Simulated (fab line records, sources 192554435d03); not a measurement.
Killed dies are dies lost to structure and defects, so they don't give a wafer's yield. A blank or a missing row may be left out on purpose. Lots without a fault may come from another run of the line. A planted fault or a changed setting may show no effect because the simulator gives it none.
fab line records | flow n5_finfet
record lots=4 wafers=12 last_day=16
route steps=1938 shown SD_EPI_P@308 SD_ACTIVATION@330 ILD0@335 SDB@347 BEOL_M4@1111 PASSIVATION@1936
lots that met no fault: from a run of the same line without faults
start_h: hours from the record's first day to the start of the lot's first wafer shown | wait_h: hours since the lot's step before | " the same as in the row above | L1.1+2: a row that stands for several wafers | - no value, or no start given | * or withheld: withheld | < > ~ a bound
route shown NAME@n: a module of which the file shows steps, and the number in the route of the first | usual: mean/standard deviation of fault-free wafers | same: alike in all rows | chamber/n: place in a boat | sites: the reading at each site | _std_site: their standard deviation | _edge_site: outer sites' mean less inner sites' | radius_mm: how far each site lies from the wafer's centre | mask NAME#n: copy n | behind: the tool/chamber that last shaped the wafer | hold: why the lot was held/for how many hours/how that ended | device: the transistor (n, p or np) that didn't switch | end of line: the same wafers' tests at the end of the route | a step without rows: its recipe alone | killed: dies lost to structure and defects at the first sort, not the wafer's yield | map: a wafer's dies, x killed, . not, _ none there
set.NAME: the setting as run; set.NAME@STEP: as run at that earlier step | model.NAME: the simulator's own value behind a step, which no gauge read
lots at some steps of the route; a table a step, a row a wafer
services: from which hour (start_h, from the record's first day; less than 0 if before it) a tool's chamber was out of use, for how many hours, and why
## steps
# step N5_SD_EPI_P_ETCH_37
# recipe chemistry=N2/H2 target=SOC overetch_a=1080 mask_material=SiARC temp_c=40 ion_energy_ev=100 source_w=3000 bias_w=133 pressure_mtorr=20 time_s=486 n2_flow_sccm=200 h2_flow_sccm=200 ends=end_point
# step N5_SD_EPI_P_STRIP_38
# recipe chemistry=N2/H2 temp_c=40 n2_flow_sccm=200 h2_flow_sccm=200 rf_frequency_hz=6e+07
# step N5_SD_EPI_P_ETCHBACK_46
# recipe chemistry=CH3F/O2 mode=anisotropic_etchback target=SiNx target_depth_a=175 stop_on=SiO2 over_etch_frac=0.3 ion_energy_ev=120 pressure_mtorr=30 source_w=395 bias_w=73 Ar_flow_sccm=150 CH3F_flow_sccm=30 O2_flow_sccm=20
# step N5_SD_EPI_P_ETCH_47
# recipe chemistry=CH3F/O2 target=SiOCN target_depth_a=250 mask_material=SOC ion_energy_ev=60 bias_w=29 pressure_mtorr=30 source_w=410 Ar_flow_sccm=150 CH3F_flow_sccm=30 O2_flow_sccm=20
# step N5_SD_EPI_P_ETCH_16
# recipe chemistry=CHF3/O2 target=SiO2 target_depth_a=50 mask_material=SOC pressure_mtorr=30 source_w=650 bias_w=170 Ar_flow_sccm=200 CHF3_flow_sccm=50 O2_flow_sccm=5 ion_energy_ev=200
# step N5_SD_EPI_P_STRIP_50
# recipe chemistry=CHF3/O2 resist=SiARC rf_frequency_hz=6e+07
# step N5_SD_EPI_P_SD_RECESS_17
# recipe chemistry=HBr/Cl2/O2 target_depth_a=391 bt_time_s=3 pressure_mtorr=10 icp_w=800 bias_w=112 HBr_flow_sccm=150 Cl2_flow_sccm=80 O2_flow_sccm=12
# step N5_SD_EPI_P_WET_ETCH_45
# recipe chemistry=dHF dilution=withheld time_s=10.7 target=SiO2 target_depth_a=20 temp_c=25 dry=ipa_marangoni rinse_time_s=30 rinse_temp_c=23
# step N5_SD_EPI_P_STRIP_40
# recipe chemistry=N2/H2 power_w=1000 temp_c=250 h2_frac=0.65 overash_fraction=0.3 pressure_mtorr=withheld n2_flow_sccm=1750 h2_flow_sccm=3250
# step N5_SD_EPI_P_PRECLEAN_52
# recipe chemistry=O3/DIW time_s=60 temp_c=22 o3_ppm=10
# step N5_SD_EPI_P_SRD_20
# recipe dry=ipa_marangoni do_ppb=5 time_s=30 temp_c=23 rinse_liquid=diw
# step N5_SD_EPI_P_PRECLEAN_51
# recipe chemistry=NF3:NH3 afs_cycles=1 temp_c=30 time_s=20 sublimation_temp_c=180 sublimation_time_s=60 pressure_torr=3 rf_power_w=30
# step N5_SD_EPI_P_VAPOR_ETCH_44
# recipe chemistry=NF3/Ar target=SiGe30 temp_c=25 time_s=3.3 mode=isotropic
# columns lot.wafer tool chamber start_h wait_h
L168.2+3+5 epi_rpcvd-04 0 57.26 0.1
L178.2+4+6 epi_rpcvd-04 0 117.03 0.1
L184.2+3+4 epi_rpcvd-04 0 152.42 0.1
L187.1+3+5 epi_rpcvd-02 0 172.76 0.1
# step N5_SD_EPI_P_EPI_21
# recipe material=SiGe:B dopant=B temp_c=550 pressure_torr=20 ambient=H2 time_s=355
# step N5_SD_EPI_P_HM_STRIP_48
# recipe chemistry=H3PO4 temp_c=160 material=SiNx target=SiNx target_depth_a=30 overetch_fraction=0.3
# step N5_SD_EPI_P_SRD_49
# recipe dry=ipa_marangoni time_s=30 temp_c=23 rinse_liquid=diw
# step N5_SD_EPI_P_PRECLEAN_24
# recipe chemistry=O3/DIW time_s=45 temp_c=22 o3_ppm=10
# step N5_SD_EPI_P_PRECLEAN_32
# recipe chemistry=dHF time_s=10 dilution=500:1 temp_c=25
# step N5_SD_EPI_P_PRECLEAN_33
# recipe chemistry=SC2 time_s=45 temp_c=35 mix=1:1:50
# step N5_SD_EPI_P_SRD_25
# recipe time_s=30 temp_c=23 rinse_liquid=diw dry=ipa_marangoni
# step N5_SD_ACTIVATION_RTA_00
# recipe temp_c=975 time_s=0 ambient=N2 idle_temp_c=600 ramp_up_c_per_s=150 ramp_down_c_per_s=60 cool_to_c=600
# step N5_SD_ACTIVATION_LSA_01
# recipe temp_c=1080 time_s=0.0008 ambient=N2
# step N5_ILD0_LINER_00
# recipe material=SiNx target_thk_a=40 temp_c=400 ald_precursor_family=SiH2I2 ald_co_reactant=N2/H2-plasma pulse_time_s=1 purge_time_s=2 co_reactant_purge_time_s=2 ald_cycles=80 pressure_torr=2
# step N5_ILD0_FCVD_FILL_01
# recipe material=SiO2_flowable target_thk_a=2000 temp_c=100 pressure_torr=0.8 rf_w=2000 time_s=328.3
# step N5_ILD0_CURE_02
# recipe temp_c=450 time_s=1800 ambient=steam idle_temp_c=400 ramp_up_c_per_min=5 ramp_down_c_per_min=3 densification_p_h2o_torr=640
# step N5_ILD0_CMP_03
# recipe stop_on=SiNx t_overpolish_s=1.9 post_cmp_clean=alkaline_brush down_force_psi=4.1491 platen_rpm=51.796 pad_velocity_m_s=1.0306 target_thk_nm=197.38
# step N5_ILD0_CMP_07
# recipe stop_on=poly-Si material=SiO2_flowable t_overpolish_s=1.18 post_cmp_clean=alkaline_brush down_force_psi=4.1491 platen_rpm=51.796 pad_velocity_m_s=1.0306 target_thk_nm=138.88
# step N5_ILD0_PRECLEAN_10
# recipe chemistry=NF3:NH3 afs_cycles=5 time_s=20 temp_c=30 sublimation_temp_c=180 sublimation_time_s=60 pressure_torr=3 rf_power_w=30
# step N5_ILD0_ALD_15
# recipe material=SiNx target_thk_a=240 temp_c=400 ald_precursor_family=SiH2I2 ald_co_reactant=N2/H2-plasma pulse_time_s=1 ald_cycles=480 purge_time_s=2 co_reactant_purge_time_s=2 pressure_torr=2
# step N5_ILD0_CMP_12
# recipe stop_on=poly-Si material=SiNx t_overpolish_s=6 post_cmp_clean=alkaline_brush down_force_psi=2.5 platen_rpm=51.8 pad_velocity_m_s=1.0307 target_thk_nm=17.67
# step N5_SDB_HM_DEP_00
# recipe material=SiNx target_thk_a=400 temp_c=400 precursor=SiH4/NH3/N2 pressure_torr=1.5 rf_w=300 time_s=35.3
# step N5_SDB_COAT_03
# recipe resist=SOC temp_c=250 time_s=60 spin_rpm=1500 resist_thk_nm=100
# step N5_SDB_COAT_04
# recipe resist=SiARC temp_c=220 time_s=60 spin_rpm=1500 resist_thk_nm=18
# step N5_BEOL_M4_RC_MEAS_101
# usual DIBL_N=36.1/1.6 DIBL_P=35.7/1.8 IOFF_N=0.159/0.027 IOFF_P=0.21/0.03 IOFF_P_85C=3.6/0.43 IOFF_P_LIN=0.100/0.011 ION_N=673/10 ION_P=462/7.4 REXT_P=101.1/2.6 SS_N=71.4/0.56 SS_P=73.2/0.61 VT_N=249.7/3 VT_P=-250/3.1 VT_P_LVT=-98.4/2.7
# columns lot.wafer tool chamber start_h wait_h DIBL_N[mV/V] DIBL_P[mV/V] IOFF_N[nA/um] IOFF_P[nA/um] IOFF_P_85C[nA/um] IOFF_P_LIN[nA/um] ION_N[uA/um] ION_P[uA/um] REXT_P[ohm.um] SS_N[mV/dec] SS_P[mV/dec] VT_N[mV] VT_P[mV] VT_P_LVT[mV]
L168.2 prober-01 0 166.40 0.2 34.2 34.7 0.137 0.22 3.7 0.105 668 466 97.4 71.4 73.6 250.1 -248 -96.0
L168.3 " 0 " " 33.8 34.9 0.132 0.22 3.9 0.107 666 464 96.2 71.6 72.7 251.5 -249 -96.9
L168.5 " 0 " " 34.9 36.6 0.157 0.25 4.3 0.118 673 471 95.9 72.0 73.6 248.1 -244 -94.1
L178.2 prober-02 0 227.44 0.2 34.4 50.5 0.118 1.12 15.2 0.368 658 531 80.2 71.3 76.5 252.9 -220 -73.0
L178.4 " 0 " " 34.6 33.3 0.117 0.18 3.3 0.090 667 463 97.4 71.0 71.8 252.9 -250 -101.4
L178.6 " 0 " " 36.6 35.8 0.153 0.22 3.9 0.107 660 463 96.9 71.8 73.2 250.9 -247 -100.4
L184.2 prober-02 0 255.74 0.2 36.3 52.7 0.162 1.39 17.6 0.429 668 542 79.2 71.7 77.6 249.7 -218 -68.2
L184.3 " 0 " " 38.1 38.6 0.210 0.28 4.6 0.125 677 464 98.6 72.6 73.8 243.5 -245 -95.0
L184.4 " 0 " " 37.7 39.1 0.206 0.27 4.4 0.122 685 474 99.1 71.9 73.0 244.7 -245 -94.1
L187.1 prober-02 0 282.78 0.0 37.0 35.5 0.168 0.20 3.6 0.097 664 462 105.7 72.1 72.5 246.6 -250 -99.8
L187.3 " 0 " " 36.5 34.4 0.148 0.19 3.4 0.092 673 459 103.5 71.2 73.0 252.9 -251 -101.1
L187.5 " 0 " " 35.6 32.1 0.128 0.16 2.9 0.079 649 445 105.5 72.3 72.1 256.6 -255 -102.6
# step N5_PASSIVATION_PROBE_49
# usual defect_limited_yield=91.0/1.3 killed_at_M0_to_M3=33/10 killed_at_M4_up=14/5.6 killed_at_contacts=12/5.8 killed_at_front_end=43/11 killed_at_other=4.1/2.8 killed_dies=106/15 killed_open=70/12 killed_short=34/7.5 sort_bin_4_leakage=0.00/0.0099 sort_bin_5_function=5.3/0.88 sort_bin_6_memory=3.3/0.64 sort_n_pass=1074/15 sort_yield_pct=91.0/1.3
# same gross_dies=1180 killed_at_back_side=0 sort_bin_8_speed[%]=0
# columns lot.wafer tool chamber start_h wait_h defect_limited_yield[%] killed_at_M0_to_M3 killed_at_M4_up killed_at_contacts killed_at_front_end killed_at_other killed_dies killed_open killed_short sort_bin_4_leakage[%] sort_bin_5_function[%] sort_bin_6_memory[%] sort_n_pass sort_yield_pct[%]
L168.2 prober-01 - 272.22 0.1 93.1 24 17 7 28 6 82 58 24 0 4.1 2.5 1098 93.1
L168.3 prober-01 - 272.27 0.1 93.8 12 15 20 23 3 73 44 26 0 3.6 2.3 1107 93.8
L168.5 prober-01 - 272.37 0.2 90.9 20 19 20 38 10 107 73 34 0 5.4 3.6 1073 90.9
L178.2 prober-02 - 341.36 0.1 90.5 41 14 3 48 6 112 76 34 90.51 5.3 4.1 0 0
L178.4 prober-02 - 341.46 0.2 90.3 27 23 13 48 3 114 79 34 0 5.6 3.5 1066 90.3
L178.6 prober-02 - 341.56 0.3 89.2 44 15 7 53 8 127 82 39 0 6.5 3.4 1053 89.2
L184.2 prober-01 - 368.00 0.1 91.7 36 5 25 26 6 98 63 35 91.61 5.3 2.5 1 0.1
L184.3 prober-01 - 368.05 0.1 91.1 44 6 18 28 9 105 66 39 0 4.8 3.4 1075 91.1
L184.4 prober-01 - 368.10 0.2 89.7 47 14 9 46 5 121 67 52 0 6.0 3.7 1059 89.7
L187.1 prober-02 - 380.16 0.0 92.4 22 14 24 28 2 90 59 30 0 4.7 2.8 1090 92.4
L187.3 prober-02 - 380.26 0.1 90.9 39 13 22 28 5 107 78 28 0 5.3 3.4 1073 90.9
L187.5 prober-02 - 380.36 0.2 90.5 46 4 20 38 4 112 73 38 0 5.8 3.6 1068 90.5
# killed by level:class
L168.2 BEOL_M4:geometric_particle:open=11 BEOL_M0_SAQP:geometric_particle:short=7 FIN_SAQP:geometric_particle:open=6 MOL_CONTACT_COAG:geometric_particle:open=6 BEOL_M3:geometric_particle:open=5 GATE_CUT:geometric_particle:short=4 BEOL_M5:geometric_particle:open=4 PASS1_CAP:geometric_particle:open=4
L168.3 MOL_CONTACT_COAG:geometric_particle:open=17 BEOL_M4:geometric_particle:open=6 GATE_CUT:geometric_particle:short=5 FIN_SAQP:geometric_particle:short=3 STI_FIN_REVEAL:geometric_particle:open=3 MOL_CONTACT_COAG:geometric_particle:short=3 BEOL_M0_SAQP:geometric_particle:open=3 STARTING-WAFER:geometric_particle:open=3
L168.5 MOL_CONTACT_COAG:geometric_particle:open=15 FIN_SAQP:geometric_particle:open=12 BEOL_M3:geometric_particle:open=8 BEOL_M4:geometric_particle:open=8 FIN_SAQP:geometric_particle:short=6 STARTING-WAFER:geometric_particle:open=6 MOL_CONTACT_COAG:geometric_particle:short=5 BEOL_M0_SAQP:geometric_particle:open=4
L178.2 STI_FIN_REVEAL:geometric_particle:open=16 BEOL_M3:geometric_particle:open=12 FIN_SAQP:geometric_particle:open=9 BEOL_M0_SAQP:geometric_particle:open=6 BEOL_M4:geometric_particle:open=6 BEOL_M0:geometric_particle:open=5 BEOL_M3:geometric_particle:short=5 FIN_SAQP:geometric_particle:short=4
L178.4 FIN_SAQP:geometric_particle:open=15 MOL_CONTACT_COAG:geometric_particle:open=11 STI_FIN_REVEAL:geometric_particle:open=9 BEOL_M4:geometric_particle:open=7 FIN_SAQP:geometric_particle:short=6 BEOL_M0:geometric_particle:open=6 GATE_CUT:geometric_particle:short=5 BEOL_M0_SAQP:geometric_particle:short=5
L178.6 FIN_SAQP:geometric_particle:open=13 BEOL_M0_SAQP:geometric_particle:short=10 FIN_SAQP:geometric_particle:short=9 STI_FIN_REVEAL:geometric_particle:open=9 BEOL_M0_SAQP:geometric_particle:open=9 BEOL_M0:geometric_particle:open=7 BEOL_M4:geometric_particle:open=7 GATE_CUT:geometric_particle:short=6
L184.2 MOL_CONTACT_COAG:geometric_particle:open=18 FIN_SAQP:geometric_particle:open=8 MOL_CONTACT_COAG:geometric_particle:short=7 BEOL_M1:geometric_particle:open=7 BEOL_M2:geometric_particle:open=7 BEOL_M0_SAQP:geometric_particle:short=6 FIN_SAQP:geometric_particle:short=4 GATE_CUT:geometric_particle:short=4
L184.3 BEOL_M1:geometric_particle:open=14 MOL_CONTACT_COAG:geometric_particle:open=11 BEOL_M3:geometric_particle:open=11 FIN_SAQP:geometric_particle:open=10 FIN_SAQP:geometric_particle:short=8 MOL_CONTACT_COAG:geometric_particle:short=7 BEOL_M0_SAQP:geometric_particle:short=5 BEOL_M2:geometric_particle:short=5
L184.4 BEOL_M0_SAQP:geometric_particle:short=18 STI_FIN_REVEAL:geometric_particle:open=17 BEOL_M0_SAQP:geometric_particle:open=14 MOL_CONTACT_COAG:geometric_particle:open=6 STARTING-WAFER:geometric_particle:short=6 FIN_SAQP:geometric_particle:short=5 STI_FIN_REVEAL:geometric_particle:short=5 BEOL_M4:geometric_particle:open=5
L187.1 MOL_CONTACT_COAG:geometric_particle:open=18 STI_FIN_REVEAL:geometric_particle:open=8 BEOL_M3:geometric_particle:open=7 BEOL_M0_SAQP:geometric_particle:open=6 FIN_SAQP:geometric_particle:short=5 MOL_CONTACT_COAG:geometric_particle:short=5 BEOL_M5:geometric_particle:open=4 STI_FIN_REVEAL:geometric_particle:short=3
L187.3 MOL_CONTACT_COAG:geometric_particle:open=19 BEOL_M0_SAQP:geometric_particle:open=11 BEOL_M3:geometric_particle:open=8 STI_FIN_REVEAL:geometric_particle:open=7 BEOL_M1:geometric_particle:short=6 BEOL_M5:geometric_particle:open=6 BEOL_M0_SAQP:geometric_particle:short=4 FIN_SAQP:geometric_particle:open=3
L187.5 MOL_CONTACT_COAG:geometric_particle:open=15 BEOL_M3:geometric_particle:open=10 BEOL_M0_SAQP:geometric_particle:short=8 BEOL_M1:geometric_particle:open=7 FIN_SAQP:geometric_particle:open=6 STI_FIN_REVEAL:geometric_particle:open=6 MOL_CONTACT_COAG:geometric_particle:short=5 BEOL_M0_SAQP:geometric_particle:open=5
# map L178.6 (x killed, . not)
_________________..x.........________________
______________...............x.._____________
___________......................x.__________
__________..x................x......_________
________xx........................xx.x_______
_______.x...x.............xxxx.........______
______...........x..x.x................._____
_____.....x.x......x...xx..x........x....____
____.x.............xx................x....___
___...............xx............x..........__
___.......................x................__
__....................x...x....x....x..x...._
__x................x.........x..x..........x_
_.x......x.......................x....x.x....
_............................xx..........x...
_.....x..x.............x.......x......xx....x
_........x....x...x.....x...............x.x..
_......................x......x...xx...x..x..
_....................xx.............x........
_.....x.x..x.x........................x.xx...
_....x...................x...................
__..........x..............................._
__.x...............x.....................x.._
___..x...x..........x...............x.....x__
___..xxx............x....................x.__
____.........................x.....x......___
_____.....xx........x.x...x..............____
______....x.........x.....xx............_____
_______..x.......x...x.x.x........x....______
________............x..........x......_______
__________....x..............x......_________
___________x...x.x..........x......__________
______________......x...x......._____________
_________________x...x...x...________________
# map L184.4 (x killed, . not)
_________________.....x...x..________________
______________............x....._____________
___________.........x............x.__________
__________....x..x.................._________
________.x...........x.......x...x...._______
_______...x.......x........x.........x.______
______................x......x......x..._____
_____....x.............x.................____
____...........x..........................___
___...x...x...x...x..x..........x..........__
___........x....x........x........x........__
__..............x........xx.xx.x..x.......x._
__....x...x........x.....x............x....._
_...........x...x.....x....x.................
_...x.......xx..x.....x......................
_......x......x..........x....x.......x......
_...x.......x.....x.......x.......xx........x
_.........x...............x...x...x.....x....
_x.....x...................x........x........
_...........................................x
_..........x...........x....x.....x..x.......
__......x..............x...................._
__..................x.x........x...x........_
___..................x............x......x.__
___.......x........................x.....x.__
____.x.x.........x...................x.x..___
_____....x..x.x........x................x____
______...x...............x.....x.x.x...._____
_______...........x...x...x.....x....x.______
________...........................x.._______
__________............x.....x......._________
___________......xxx.....x.........__________
______________...........x......_____________
_________________..x.........________________
## services
# columns tool chamber start_h hours kind
epi_rpcvd-04 - 42.98 2.8 pm
epi_rpcvd-04 - 161.48 6.0 pm
## key
first_sign step=N5_BEOL_M4_RC_MEAS_101 reading=IOFF_P direction=up sigmas=35 usual=0.21 struck=1.26
effect step=N5_BEOL_M4_RC_MEAS_101 reading=IOFF_P_85C direction=up sigmas=30 usual=3.6 struck=16.4
effect step=N5_BEOL_M4_RC_MEAS_101 reading=IOFF_P_LIN direction=up sigmas=26 usual=0.100 struck=0.399
effect step=N5_BEOL_M4_RC_MEAS_101 reading=VT_P_LVT direction=up sigmas=10 usual=-98.4 struck=-70.6
effect step=N5_BEOL_M4_RC_MEAS_101 reading=VT_P direction=up sigmas=10 usual=-250 struck=-219
effect step=N5_BEOL_M4_RC_MEAS_101 reading=ION_P direction=up sigmas=10 usual=462 struck=537
effect step=N5_BEOL_M4_RC_MEAS_101 reading=DIBL_P direction=up sigmas=8.8 usual=35.7 struck=51.6
effect step=N5_BEOL_M4_RC_MEAS_101 reading=REXT_P direction=down sigmas=8.4 usual=101.1 struck=79.7
effect step=N5_BEOL_M4_RC_MEAS_101 reading=SS_P direction=up sigmas=6.5 usual=73.2 struck=77.1
effect step=N5_PASSIVATION_PROBE_49 reading=sort_bin_4_leakage direction=up sigmas=99+ usual=0.00 struck=91.06
met_at N5_SD_EPI_P_VAPOR_ETCH_44
struck_wafers L178.2,L184.2
onset_between 57.26 117.03
fault kind=process_parameter_drift tool=epi_rpcvd-04 chamber=- onset_h=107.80 steps=N5_SD_EPI_P_VAPOR_ETCH_44 channel=time_s offset=* shape=step end_h=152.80 scope=struck_wafers_only acts_in=* stated=*
